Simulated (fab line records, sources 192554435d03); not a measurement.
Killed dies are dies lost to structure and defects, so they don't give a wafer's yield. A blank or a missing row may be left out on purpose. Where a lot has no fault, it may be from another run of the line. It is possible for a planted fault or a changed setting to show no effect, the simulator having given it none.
fab line records	flow n5-finfet
[record] lots = 7	wafers = 21	last-day = 18
route steps=1938 shown MIM_TOP_LITHO@1846 MIM_TOP_ETCH@1851 MIM_BOT_LITHO@1854
lots with no fault: from the same line, run without faults
start-h: hours from the record's first day to the start of the lot's first wafer shown	wait-h: hours since the lot's step before	" repeats the value in the row above	L1.1+2: several wafers, shown together as one row	- no value, or no start given	* or withheld: withheld	< > ~ a bound
route shown NAME@n: NAME is a module with steps in the file, n the number in the route of the first one	usual: mean/standard deviation taken from wafers without a fault	same: alike in all rows	chamber/n: place in a boat	sites: the reading at each site	_std_site: standard deviation across them	_edge_site: mean of outer sites minus mean of inner sites	radius-mm: for every site, how far away it sits from the centre of the wafer	mask NAME#n: copy n	behind: tool/chamber where the wafer was last shaped	hold: cause of the lot's hold/its duration in hours/its outcome	device: which transistor (n, p or np) failed to switch	end of line: the same wafers' tests at the end of the route	step lacking rows: just its recipe	killed: dies lost to structure and defects at the first sort, not the wafer's yield	map: the dies of a wafer, with x for killed, . for not killed, _ for no die there
set.NAME: the setting as run; set.NAME@STEP: as run at that earlier step	model.NAME: the simulator's own value behind a step, which no gauge read
lots seen at some steps along the route; tables by step, rows by wafer
services: a tool's chamber out of use, with start hour (start-h, from the record's first day; less than 0 if before it), hours out, and reason
[[steps]]
[step N5_MIM_TOP_LITHO_HARDBAKE_09]
[recipe] temp-c = 130	time-s = 120
[step N5_MIM_TOP_LITHO_CD_MEAS_08]
[recipe] target-cd-nm = 2000	landing-energy-ev = 500	detector = se-inlens
[usual] cd-nm = 2000.3/1.8
lot.wafer	tool	chamber	start-h	wait-h	cd-nm
L592.1	cd-sem-02	0	271.49	-	1998.1
L592.2	"	0	"	"	2000.3
L592.5	"	0	"	"	1998.2
L597.1	cd-sem-01	0	309.41	-	2001.2
L597.3	"	0	"	"	1999.3
L597.5	"	0	"	"	2001.1
L601.1	cd-sem-01	0	349.10	-	1998.9
L601.3	"	0	"	"	1999.8
L601.6	"	0	"	"	2001.3
L603.1	cd-sem-01	0	357.94	-	2002.5
L603.2	"	0	"	"	1999.5
L603.5	"	0	"	"	2001.2
L602.2	cd-sem-03	0	359.81	-	2002.1
L602.4	"	0	"	"	2001.5
L602.6	"	0	"	"	2002.8
L605.1	cd-sem-01	0	379.09	-	2001.2
L605.2	"	0	"	"	1999.8
L605.3	"	0	"	"	1999.7
L613.2	cd-sem-01	0	421.77	-	2001.9
L613.3	"	0	"	"	1999.5
L613.4	"	0	"	"	2002.4
[step N5_MIM_TOP_LITHO_OVL_MEAS_11]
[recipe] points-per-wafer = 44
[usual] MIM_TOP_OVL = -1/5.6
lot.wafer	tool	chamber	start-h	wait-h	MIM_TOP_OVL[nm]
L592.1	overlay-02	0	271.52	0.0	5
L592.2	"	0	"	"	-5
L592.5	"	0	"	"	6
L597.1	overlay-02	0	309.44	0.0	1
L597.3	"	0	"	"	1
L597.5	"	0	"	"	-5
L601.1	overlay-01	0	349.13	0.0	8
L601.3	"	0	"	"	8
L601.6	"	0	"	"	9
L603.1	overlay-01	0	357.97	0.0	0
L603.2	"	0	"	"	-3
L603.5	"	0	"	"	-6
L602.2	overlay-02	0	359.84	0.0	0
L602.4	"	0	"	"	-2
L602.6	"	0	"	"	-3
L605.1	overlay-01	0	379.12	0.0	-9
L605.2	"	0	"	"	-9
L605.3	"	0	"	"	-1
L613.2	overlay-02	0	421.80	0.0	9
L613.3	"	0	"	"	10
L613.4	"	0	"	"	1
[step N5_MIM_TOP_LITHO_INSPECT_12]
[recipe] mode = adi	inspect-instrument = macro
[usual] raw-defect-count = 1.9/1.4
lot.wafer	tool	chamber	start-h	wait-h	raw-defect-count
L592.1	defect-inspect-02	-	271.55	0.0	2
L592.2	"	-	"	"	1
L592.5	"	-	"	"	0
L597.1	defect-inspect-02	-	309.46	0.0	1
L597.3	"	-	"	"	1
L597.5	"	-	"	"	2
L601.1	defect-inspect-02	-	349.15	0.0	1
L601.3	"	-	"	"	1
L601.6	"	-	"	"	2
L603.1	defect-inspect-01	-	357.99	0.0	5
L603.2	"	-	"	"	1
L603.5	"	-	"	"	1
L602.2	defect-inspect-01	-	359.86	0.0	1
L602.4	"	-	"	"	0
L602.6	"	-	"	"	1
L605.1	defect-inspect-01	-	379.14	0.0	3
L605.2	"	-	"	"	4
L605.3	"	-	"	"	1
L613.2	defect-inspect-02	-	421.83	0.0	0
L613.3	"	-	"	"	0
L613.4	"	-	"	"	0
[step N5_MIM_TOP_LITHO_DESCUM_10]
[recipe] chemistry = O2	time-s = 7.9	source-power-w = 50	bias-power-w = 20	pressure-mtorr = 20	rf-frequency-hz = 2.712e+07	temp-c = 40	o2-flow-sccm = 225
[usual] drypump-motor-current-A = 5.9/0.53	oes-product-au = 0.78/0.094	rf-vpp-V = 243.1/1.2	showerhead-plenum-p-Torr = 2.09/0.062	throttle-valve-pct = 20.43/0.22
lot.wafer	tool	chamber	start-h	wait-h	drypump-motor-current-A	oes-product-au	rf-hours-counter-h	rf-vpp-V	showerhead-plenum-p-Torr	throttle-valve-pct
L592.1	rie-diel-02	3	271.58	0.0	5.7	0.69	236	242.0	2.08	20.81
L592.2	"	2	"	"	6.1	0.75	144	243.2	2.09	20.43
L592.5	"	1	"	"	6.7	0.80	-	246.5	2.19	20.10
L597.1	rie-diel-05	1	309.50	0.0	6.6	0.72	157	242.6	2.10	20.14
L597.3	"	3	"	"	5.5	0.80	89	242.9	2.03	20.39
L597.5	"	2	"	"	6.2	0.67	-	240.5	2.06	20.82
L601.1	rie-diel-02	2	349.19	0.0	6.1	0.73	172	242.2	2.08	20.48
L601.3	"	0	"	"	5.7	0.74	204	243.8	2.07	20.59
L601.6	"	0	"	"	5.7	0.73	-	243.9	2.07	20.59
L603.1	rie-diel-02	0	358.03	0.0	5.7	0.74	206	242.6	2.07	20.58
L603.2	"	2	"	"	6.1	0.73	175	243.0	2.08	20.48
L603.5	"	0	"	"	5.7	0.73	-	242.9	2.07	20.58
L602.2	rie-diel-05	3	359.95	0.1	5.5	0.79	109	240.6	2.02	20.42
L602.4	"	0	"	"	6.4	0.77	159	242.3	2.07	20.38
L602.6	"	2	"	"	6.3	1.00	-	243.3	2.06	20.44
L605.1	rie-diel-05	3	379.18	0.0	5.5	0.78	115	242.3	2.02	20.41
L605.2	"	1	"	"	6.7	0.70	182	243.4	2.09	20.16
L605.3	"	0	"	"	6.4	0.75	165	242.8	2.07	20.39
L613.2	rie-diel-02	0	421.88	0.1	5.7	0.72	225	243.1	2.07	20.64
L613.3	"	2	"	"	6.1	0.70	199	242.2	2.07	20.51
L613.4	"	3	"	"	5.7	0.89	34	242.1	2.07	20.42
[step N5_MIM_TOP_ETCH_ETCH_00]
[recipe] chemistry = Cl2/BCl3	target = TiN	target-depth-a = 385	ion-energy-ev = 150	pressure-mtorr = 10	icp-w = 1000	bias-w = 126	Cl2_flow_sccm = 53.25	bcl3-flow-sccm = 21.75	Ar_flow_sccm = 25
[usual] drypump-motor-current-A = 5.6/0.61	oes_ar_750_au = 0.82/0.093	oes-product-au = 0.81/0.089	throttle-valve-pct = 22.69/0.14
lot.wafer	tool	chamber	start-h	wait-h	drypump-motor-current-A	oes_ar_750_au	oes-product-au	rf-hours-counter-h	throttle-valve-pct
L592.1	rie-metal-01	1	271.67	0.1	5.9	0.83	0.85	15	22.52
L592.2	"	0	"	"	4.6	0.92	0.90	17	22.54
L592.5	"	1	"	"	5.9	0.83	0.85	-	22.53
L597.1	rie-metal-01	0	309.59	0.1	4.6	0.91	0.88	21	22.54
L597.3	"	0	"	"	4.6	0.90	0.89	-	22.56
L597.5	"	0	"	"	4.6	0.90	0.89	-	22.55
L601.1	rie-metal-02	0	349.28	0.1	5.3	0.94	0.95	6	22.76
L601.3	"	1	"	"	6.1	0.71	0.69	-	22.89
L601.6	"	1	"	"	6.0	0.70	0.68	-	22.88
L603.1	rie-metal-02	0	358.11	0.1	5.3	0.94	0.93	7	22.77
L603.2	"	1	"	"	6.1	0.70	0.69	92	22.90
L603.5	"	1	"	"	6.1	0.70	0.68	-	22.88
L602.2	rie-metal-02	0	360.04	0.1	5.3	0.93	0.91	8	22.79
L602.4	"	1	"	"	6.1	0.70	0.69	-	22.89
L602.6	"	0	"	"	5.3	0.93	0.93	-	22.78
L605.1	rie-metal-01	0	379.26	0.1	4.7	0.89	0.88	23	22.56
L605.2	"	0	"	"	4.6	0.90	0.87	-	22.56
L605.3	"	0	"	"	4.6	0.90	0.88	-	22.59
L613.2	rie-metal-01	1	421.97	0.1	5.9	0.80	0.81	24	22.54
L613.3	"	1	"	"	5.9	0.79	0.82	-	22.52
L613.4	"	0	"	"	4.7	0.88	0.85	-	22.60
[step N5_MIM_TOP_ETCH_STRIP_01]
[recipe] chemistry = O2	power-w = 600	temp-c = 60	pressure-mtorr = 30	rf-frequency-hz = 6e+07	bias-power-w = 0	overash-fraction = 0.5	o2-flow-sccm = 225
[usual] drypump-motor-current-A = 5.7/0.71	oes-product-au = 0.76/0.072	rf-vpp-V = 3.8/1.3	showerhead-plenum-p-Torr = 2.08/0.061	throttle-valve-pct = 16.62/0.17
lot.wafer	tool	chamber	start-h	wait-h	drypump-motor-current-A	oes-product-au	rf-hours-counter-h	rf-vpp-V	showerhead-plenum-p-Torr	throttle-valve-pct
L592.1	rie-diel-01	3	271.81	0.1	6.4	0.84	63	2.8	2.05	16.59
L592.2	"	1	"	"	4.9	0.69	224	2.5	1.98	16.75
L592.5	"	0	"	"	5.6	0.78	-	4.2	2.11	16.84
L597.1	rie-diel-01	2	309.73	0.1	5.2	0.69	199	5.4	2.06	16.44
L597.3	"	3	"	"	6.4	0.85	73	3.4	2.04	16.59
L597.5	"	1	"	"	4.9	0.68	-	2.4	1.98	16.75
L601.1	rie-diel-01	3	349.42	0.1	6.4	0.83	83	2.3	2.04	16.61
L601.3	"	1	"	"	4.9	0.66	244	3.2	1.97	16.82
L601.6	"	3	"	"	6.4	0.80	-	4.1	2.04	16.64
L603.1	rie-diel-01	3	358.25	0.1	6.4	0.81	86	4.6	2.04	16.64
L603.2	"	1	"	"	4.9	0.64	247	4.5	1.97	16.78
L603.5	"	1	"	"	4.9	0.67	-	4.3	1.97	16.81
L602.2	rie-diel-03	2	360.18	0.1	6.6	0.71	226	3.2	2.00	16.96
L602.4	"	3	"	"	6.4	0.69	250	3.9	2.04	16.68
L602.6	"	2	"	"	6.6	0.72	-	5.9	2.00	16.96
L605.1	rie-diel-01	3	379.52	0.2	6.4	0.80	93	3.8	2.03	16.61
L605.2	"	2	"	"	5.2	0.68	220	3.1	2.06	16.44
L605.3	"	0	"	"	5.6	0.76	175	3.7	2.10	16.84
L613.2	rie-diel-01	1	422.15	0.1	4.8	0.94	10	3.4	2.23	16.37
L613.3	"	3	"	"	6.4	0.80	105	2.3	2.03	16.63
L613.4	"	0	"	"	5.6	0.74	193	4.5	2.09	16.91
[step N5_MIM_TOP_ETCH_PECVD_03]
[recipe] material = SiNx	target-thk-a = 200	temp-c = 400	precursor = SiH4/NH3/N2	pressure-torr = 1.5	rf-w = 300	time-s = 17.6
[usual] heater-power-w = 740/100	showerhead-plenum-p-Torr = 5.17/0.075	throttle-valve-pct = 39.1/1.5
lot.wafer	tool	chamber	start-h	wait-h	heater-power-w	showerhead-plenum-p-Torr	since-wet-clean-h	throttle-valve-pct
L592.1	pecvd-04	1	271.88	-	713	5.17	1882	37.3
L592.2	"	0	"	"	581	5.26	1157	40.7
L592.5	"	2	"	"	775	5.13	-	38.8
L597.1	pecvd-04	2	309.79	-	725	5.12	441	39.0
L597.3	"	0	"	"	619	5.26	1195	40.7
L597.5	"	1	"	"	715	5.17	-	37.3
L601.1	pecvd-01	1	349.48	-	623	5.07	1597	38.9
L601.3	"	2	"	"	833	5.18	115	37.1
L601.6	"	0	"	"	831	5.24	-	40.2
L603.1	pecvd-01	0	358.32	-	852	5.24	881	40.2
L603.2	"	1	"	"	664	5.07	1606	39.2
L603.5	"	2	"	"	827	5.20	-	36.5
L602.2	pecvd-03	2	360.25	-	794	5.02	310	38.9
L602.4	"	2	"	"	793	5.04	-	38.8
L602.6	"	0	"	"	886	5.26	-	39.8
L605.1	pecvd-04	2	379.59	-	745	5.12	511	39.2
L605.2	"	0	"	"	534	5.26	1265	40.8
L605.3	"	1	"	"	727	5.18	1990	37.3
L613.2	pecvd-04	2	422.21	-	834	5.13	553	39.4
L613.3	"	1	"	"	722	5.19	2032	37.1
L613.4	"	0	"	"	542	5.26	-	40.5
[step N5_MIM_BOT_LITHO_HMDS_01]
[recipe] time-s = 60	temp-c = 120
[step N5_MIM_BOT_LITHO_COAT_02]
[recipe] spin-rpm = *	resist-thk-nm = *
[step N5_MIM_BOT_LITHO_EBR_04]
[recipe] solvent = PGMEA	ebr-width-mm = 1.5
[step N5_MIM_BOT_LITHO_SOFTBAKE_03]
[recipe] temp-c = 100	time-s = 90
[step N5_MIM_BOT_LITHO_EXPOSE_05]
[recipe] mask-id = MIM_BOT	na = 0.55	source-shape = conventional	sigma-outer = 0.8	polarization = unpolarized	dose-mj = 24.25
[usual] exposure-dose-mJ-cm2 = 24.249/0.022	focus-offset-nm = 0.0/0.6	reticle-temp-C = 22.98/0.11
lot.wafer	tool	chamber	start-h	wait-h	mask	exposure-dose-mJ-cm2	focus-offset-nm	reticle-temp-C
L592.1	krf-scanner-01	0	272.18	-	MIM_BOT#0	24.270	0.3	22.94
L592.2	"	0	"	"	MIM_BOT#0	24.278	0.4	22.92
L592.5	"	0	"	"	MIM_BOT#0	24.292	0.6	22.85
L597.1	krf-scanner-01	0	309.97	-	MIM_BOT#0	24.215	0.1	22.80
L597.3	"	0	"	"	MIM_BOT#0	24.256	1.3	23.13
L597.5	"	0	"	"	MIM_BOT#0	24.202	0.0	22.87
L601.1	krf-scanner-02	-	349.78	-	MIM_BOT#0	-	-	-
L601.3	"	-	"	"	MIM_BOT#0	-	-	-
L601.6	"	-	"	"	MIM_BOT#0	-	-	-
L603.1	krf-scanner-01	-	358.62	-	MIM_BOT#0	-	-	-
L603.2	"	-	"	"	MIM_BOT#0	-	-	-
L603.5	"	-	"	"	MIM_BOT#0	-	-	-
L602.2	krf-scanner-02	-	360.56	-	MIM_BOT#0	-	-	-
L602.4	"	-	"	"	MIM_BOT#0	-	-	-
L602.6	"	-	"	"	MIM_BOT#0	-	-	-
L605.1	krf-scanner-02	0	379.89	-	MIM_BOT#0	24.254	-0.3	22.91
L605.2	"	0	"	"	MIM_BOT#0	24.224	0.2	22.98
L605.3	"	0	"	"	MIM_BOT#0	24.227	-0.7	22.97
L613.2	krf-scanner-01	0	422.40	-	MIM_BOT#0	24.229	0.9	23.07
L613.3	"	0	"	"	MIM_BOT#0	24.255	0.2	22.94
L613.4	"	0	"	"	MIM_BOT#0	24.272	0.7	23.14
[step N5_MIM_BOT_LITHO_PEB_06]
[recipe] peb-temp-c = withheld	peb-time-s = *
[[services]]
tool	chamber	start-h	hours	kind
krf-scanner-02	-	249.46	1.5	repair
rie-diel-05	-	260.09	1.4	repair
pecvd-04	0	281.77	3.5	repair
rie-metal-02	0	284.74	9.4	repair
krf-scanner-01	-	288.22	0.9	repair
rie-diel-02	0	294.09	10.7	repair
pecvd-04	-	299.57	1.2	repair
krf-scanner-02	-	303.17	0.3	repair
krf-scanner-01	-	311.56	1.0	pm
krf-scanner-01	-	329.42	0.8	pm
krf-scanner-02	-	336.97	1.0	pm
rie-metal-01	-	340.44	28.1	pm
krf-scanner-02	-	340.97	0.8	pm
krf-scanner-02	-	346.07	0.5	repair
krf-scanner-02	-	356.03	1.3	pm
pecvd-04	-	366.38	0.9	repair
krf-scanner-01	-	367.01	4.0	pm
rie-metal-01	1	377.35	18.0	repair
rie-diel-01	3	380.65	7.9	repair
krf-scanner-01	-	383.14	7.2	pm
rie-diel-05	2	387.56	4.7	repair
krf-scanner-01	-	390.34	1.3	pm
rie-diel-02	0	399.87	14.4	repair
rie-diel-01	2	399.94	1.9	repair
[[key]]
[first-sign] step = N5_MIM_BOT_LITHO_EXPOSE_05	reading = tool-record	direction = missing
effect none on later readings
met-at N5_MIM_BOT_LITHO_EXPOSE_05
struck-wafers L601.1,L601.3,L601.6,L602.2,L602.4,L602.6,L603.1,L603.2,L603.5
later-rows-left-out L601.1,L601.3,L601.6,L602.2,L602.4,L602.6,L603.1,L603.2,L603.5
sort-left-out L601.1,L601.3,L601.6,L602.2,L602.4,L602.6,L603.1,L603.2,L603.5
onset-between 309.97 349.78
[fault] kind = skipped-step-whole	tool = krf-scanner-01,krf-scanner-02	chamber = -	onset-h = 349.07	steps = N5_MIM_BOT_LITHO_EXPOSE_05	scope = struck-lots-only
// sort-left-out: the simulated sort isn't trusted on such a fault, so these wafers' sort isn't shown, and their yield isn't known
// later-rows-left-out: the simulator's readings of these wafers behind a module that went badly wrong aren't trusted and aren't shown, but for the sort
